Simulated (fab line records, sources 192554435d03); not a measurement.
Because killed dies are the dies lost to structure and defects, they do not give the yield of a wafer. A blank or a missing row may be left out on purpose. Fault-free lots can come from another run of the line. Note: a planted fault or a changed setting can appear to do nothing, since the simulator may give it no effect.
Problem report in the 8D (eight disciplines) form, filled by code / flow n5_finfet / the parts of the form that need people (team, actions taken, sign-off) are left out

## 1. THE PROBLEM
Mean of rf_fwd_power_W at N5_BEOL_M0_SAQP_ETCH_88: 1020.6 W across 3 wafers in 3 lots; on wafers with no fault it is 819.5 W (standard deviation 2.6). Measured from the usual mean, that is +77 standard deviations.
The step: etches underlayer in N2/H2, target depth 6.5 nm, time 5.2 s.
Seen first at day 9 17:35 on rie_diel-06, wafer L278.1. Wafers with a number at this step in the record: 27, from 9 lots. Rule for "out", or "out of limits": more than 4 standard deviations from the usual mean. The rest of the wafers with a number are treated as sound.

## 2. WHAT IT IS; WHAT IT IS NOT
question=which readings at this step | is=rf_fwd_power_W, etch_rf_on_time_s, rf_vpp_V | is not=drypump_motor_current_A, showerhead_plenum_p_Torr, throttle_valve_pct
question=which lots | is=L278, L279, L282 | is not=L272, L273, L276, L280, L281, L285
question=which wafers of those lots | is=L278.1, L279.5, L282.5 | is not=L278.3, L278.6, L279.2, L279.6, L282.2, L282.6
question=read on which tools | is=rie_diel-06 | is not=rie_diel-01
question=when | is=from day 9 17:35 | is not=up to then (11 sound wafers); but 13 sound wafers of L279, L280, L281, L282, L285 came after

## 3. SUSPECTS, AND WHAT RULES EACH OUT
Counting: a tool at a process step up to the reading stays a suspect if it ran every lot that is out. Sound lots after the first of them don't rule it out here, since some wafers of a struck lot are sound.
- vapor_etch-02 at N5_BEOL_M0_SAQP_RECESS_109 (chemistry HF/NH3, target SiO2, target depth 3 nm, afs cycles 1, sublimation time 60 s): kept. Ran every lot that is out, first one L278 (day 9 15:38); last sound lot up to then L276 (day 9 00:50).
- rie_diel-06 at N5_BEOL_M0_SAQP_ETCH_88 (etches underlayer in N2/H2, target depth 6.5 nm, time 5.2 s): kept. Ran every lot that is out, first one L278 (day 9 17:35); last sound lot up to then L276 (day 9 02:57). Out on those wafers are its own readings of etch_rf_on_time_s, rf_fwd_power_W, rf_vpp_V.
- In rie_diel-06 at N5_BEOL_M0_SAQP_ETCH_88, the wafers that are out were processed in chamber 2 and their sound lot-mates in chambers 0, 1, 3.
Remaining after the count are vapor_etch-02 at N5_BEOL_M0_SAQP_RECESS_109 and rie_diel-06 at N5_BEOL_M0_SAQP_ETCH_88.

## 4. THE CAUSE (what the simulator had put in)
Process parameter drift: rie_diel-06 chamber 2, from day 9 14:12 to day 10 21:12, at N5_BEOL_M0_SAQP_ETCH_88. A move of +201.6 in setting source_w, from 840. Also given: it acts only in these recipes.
Counting left 2 suspects, and this tool is among them.

## 5. SEQUENCE OF EFFECTS, ordered by route
Each row: a reading where the mean over the struck wafers with a number is more than 3 standard deviations away from the usual. Scope: only readings with a usual standard deviation given in the record; hours: median across lots of the time from each lot's start at the first step in this table that gives one to its start at this step; sigmas: change in usual standard deviations.
hours=0; step=N5_BEOL_M0_SAQP_ETCH_88; reading=etch_rf_on_time_s; usual=5.18 s; on struck wafers=4.24; change=-0.94; sigmas=-11
hours=0; step=N5_BEOL_M0_SAQP_ETCH_88; reading=rf_fwd_power_W; usual=819.5 W; on struck wafers=1020.6; change=+201.1; sigmas=+77
hours=0; step=N5_BEOL_M0_SAQP_ETCH_88; reading=rf_vpp_V; usual=524.1 V; on struck wafers=490.0; change=-34.1; sigmas=-15
The process steps in it:
- N5_BEOL_M0_SAQP_ETCH_88: etches underlayer in N2/H2, target depth 6.5 nm, time 5.2 s.
Later steps that measure or inspect, where all struck wafers having a row at the step show a number for every such reading and not one has moved that far: N5_BEOL_M4_RC_MEAS_101.

## 6. WHAT WOULD HAVE CAUGHT IT SOONER
First out-of-limits reading in this record: day 9 17:35, which is 3 hours after fault onset at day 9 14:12.
